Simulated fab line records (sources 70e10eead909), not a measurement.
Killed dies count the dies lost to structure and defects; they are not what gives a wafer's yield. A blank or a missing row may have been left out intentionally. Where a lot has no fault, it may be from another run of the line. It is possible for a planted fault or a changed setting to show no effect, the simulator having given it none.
Code-filled problem report in 8D (eight disciplines) form | flow nand harc | the parts of the form that need people (team, actions taken, sign-off) are left out

## 1. THE PROBLEM
Mean of raw defect count at NHARC_A_ZERO_WELL_INSPECT_17: 366 across 6 wafers in 2 lots; on wafers with no fault it is 12 (standard deviation 6.3). Relative to the usual mean, that is a shift of +56 standard deviations.
The first sign was on wafer L308.1 at day 13 18:43, on defect inspect-02. The record has a number at this step for 36 wafers belonging to 12 lots. Rule for "out" (also "out of limits"): further than 4 standard deviations from the usual mean. The other wafers with a number count as sound.

## 2. WHAT IT IS; WHAT IT IS NOT
question                    | is                     | is not
which readings at this step | raw defect count       | -
which lots                  | L308, L309             | L291, L294, L295, L297, L299, L300, L301, L302, L303, L313
which wafers of those lots  | all that have a number | -
read on which gauges        | defect inspect-02      | defect inspect-01
when                        | from day 13 18:43      | up to then (27 sound wafers); but 3 sound wafers of L313 came after

## 3. THE SUSPECTS, EACH WITH WHAT RULES IT OUT
Counting: a tool at a process step up to the reading stays a suspect if it ran every lot that is out and no sound lot after the first of them.
- the gauge at NHARC_A_ZERO_WELL_INSPECT_17: kept. All the wafers that are out were read on defect inspect-02, and no step on other tools shows them out.
- wet bench-04 at NHARC_A_ZERO_WELL_PRECLEAN_00 (cleans in SPM, time 600 s): kept. It processed each lot that is out, first L308 at day 13 16:31, and no sound lot thereafter; up to then, the last sound lot it processed was L303 at day 11 20:10.
- rtp anneal-02 at NHARC_A_ZERO_WELL_RTA_16 (time 10 s): ruled out as a lasting fault. Following L308 (day 13 18:32), the first lot on it that is out, the sound lots L313 were run on it.
After counting, wet bench-04 at NHARC_A_ZERO_WELL_PRECLEAN_00 and defect inspect-02 at NHARC_A_ZERO_WELL_INSPECT_17 remain.

## 4. THE CAUSE (what the simulator had put in)
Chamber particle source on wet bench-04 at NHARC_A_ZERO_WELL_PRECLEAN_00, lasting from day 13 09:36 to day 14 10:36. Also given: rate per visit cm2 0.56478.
2 suspects survive the count, and this tool is in that group.

## 5. THE CHAIN OF EFFECTS, in route order
One row per reading whose mean, taken over the struck wafers that have a number, lies over 3 standard deviations from the usual. Readings are gone through only where the record gives a usual standard deviation; hours: the median, over the lots, of the time from a lot's start at the first step in this table giving one to that lot's start at this step; sigmas: the change measured in usual standard deviations.
hours | step                            | reading          | usual | on struck wafers | change | sigmas
0     | NHARC_A_ZERO_WELL_INSPECT_17    | raw defect count | 12    | 366              | +354   | +56
19    | NHARC_A_SOURCE_PLATE_INSPECT_08 | raw defect count | 59    | 410              | +351   | +15
406   | NHARC_END_SORT_01               | killed at array  | 57    | 128              | +70    | +3.9
406   | NHARC_END_SORT_01               | killed dies      | 62    | 132              | +70    | +3.9
Later measuring or inspecting steps at which every struck wafer that the step has a row for has a number for every such reading, and none has moved that far: NHARC_A_ONON_D1_THK_MEAS_11.

## 6. WHAT WOULD HAVE CAUGHT IT SOONER
The first out-of-limits reading at a measuring or inspecting step in this record came at day 13 18:43, 9 hours after the fault's start at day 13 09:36.
Lots out: 2; of these, L309 started NHARC_A_ZERO_WELL_PRECLEAN_00 on wet bench-04 after day 13 18:43. Holding the tool at that time would have saved it.
